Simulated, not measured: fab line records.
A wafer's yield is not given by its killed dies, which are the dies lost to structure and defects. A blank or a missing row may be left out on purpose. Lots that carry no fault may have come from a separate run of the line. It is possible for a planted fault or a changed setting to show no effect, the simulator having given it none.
2 desks, one fault :: flow n5_finfet :: what lay behind the numbers comes last; until then each desk has only its own

== THE TOOL OWNER'S DESK: implanter-02 ==
The tool's own readings at N5_WELL_APT_IMPLANT_15, given as means over the sampled wafers that have a number, one for each lot that went through this tool. A lot is out of limits, marked OUT, if its mean lies more than 4 standard deviations from the usual mean; the brackets give that distance.
Columns: A = dose_ions_cm2 at N5_WELL_APT_IMPLANT_15, usual 1.5002e+13; B = faraday_current_uA at N5_WELL_APT_IMPLANT_15, usual 190; C = rotation_deg at N5_WELL_APT_IMPLANT_15, usual -0.003 degrees
lot: L395
first seen here: day 2 00:14
A: 1.4980e+13
B: 189
C: -0.003

lot: L396
first seen here: day 2 03:59
A: 1.5023e+13
B: 187
C: 0.012

lot: L397
first seen here: day 2 08:01
A: 2.1815e+13 (+99 or more) OUT
B: 276 (+27) OUT
C: 0.003

lot: L403
first seen here: day 3 20:03
A: 2.1822e+13 (+99 or more) OUT
B: 277 (+27) OUT
C: 0.021

lot: L415
first seen here: day 6 20:25
A: 1.4985e+13
B: 193
C: -0.031

lot: L416
first seen here: day 7 02:40
A: 1.5004e+13
B: 195
C: 0.005

lot: L417
first seen here: day 7 08:16
A: 1.5005e+13
B: 189
C: -0.033
This desk's verdict: out of limits on L397, L403, starting with L397 at day 2 08:01 (dose_ions_cm2 at N5_WELL_APT_IMPLANT_15). L395, L396, L415, L416, L417: within limits.

== FROM THE METROLOGY DESK ==
What the gauges read, lot by lot, whatever tool the lot ran on: means of the sampled wafers that have a number. A lot is out of limits, marked OUT, if its mean lies more than 4 standard deviations from the usual mean; the brackets give that distance.
Columns: A = cd_nm at N5_ZERO_LAYER_CD_MEAS_11, usual 1998.3 nm
lot: L394
first seen here: day 1 12:38
A: 1996.3

lot: L395
first seen here: day 1 18:46
A: 1996.7

lot: L396
first seen here: day 2 00:46
A: 1999.2

lot: L397
first seen here: day 2 06:38
A: 2000.0

lot: L400
first seen here: day 3 00:38
A: 1995.3

lot: L403
first seen here: day 3 18:46
A: 2001.2

lot: L406
first seen here: day 4 12:40
A: 1999.9

lot: L410
first seen here: day 5 12:40
A: 2001.0

lot: L413
first seen here: day 6 06:39
A: 2000.8

lot: L415
first seen here: day 6 18:47
A: 2000.2

lot: L416
first seen here: day 7 00:40
A: 1997.7

lot: L417
first seen here: day 7 06:38
A: 1996.0
Result from this desk: across the 12 lots, nothing is out of limits.

== TAKEN TOGETHER ==
An alarm could have come from the tool owner's desk at day 2 08:01, on L397, L403.
Metrology desk: nothing out of limits seen.
The metrology desk holds a record of L397, L403, inside its limits.
The lots listed all ran N5_WELL_APT_IMPLANT_15 on implanter-02.

== WHAT THE SIMULATOR PUT IN ==
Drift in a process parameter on implanter-02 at N5_WELL_APT_IMPLANT_15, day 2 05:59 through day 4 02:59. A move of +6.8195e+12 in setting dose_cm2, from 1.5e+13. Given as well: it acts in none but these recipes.
Shown lots that were struck: L397, L403.
How many hours passed from the start of the fault until each desk's first out-of-limits reading: the tool owner's desk, 2.
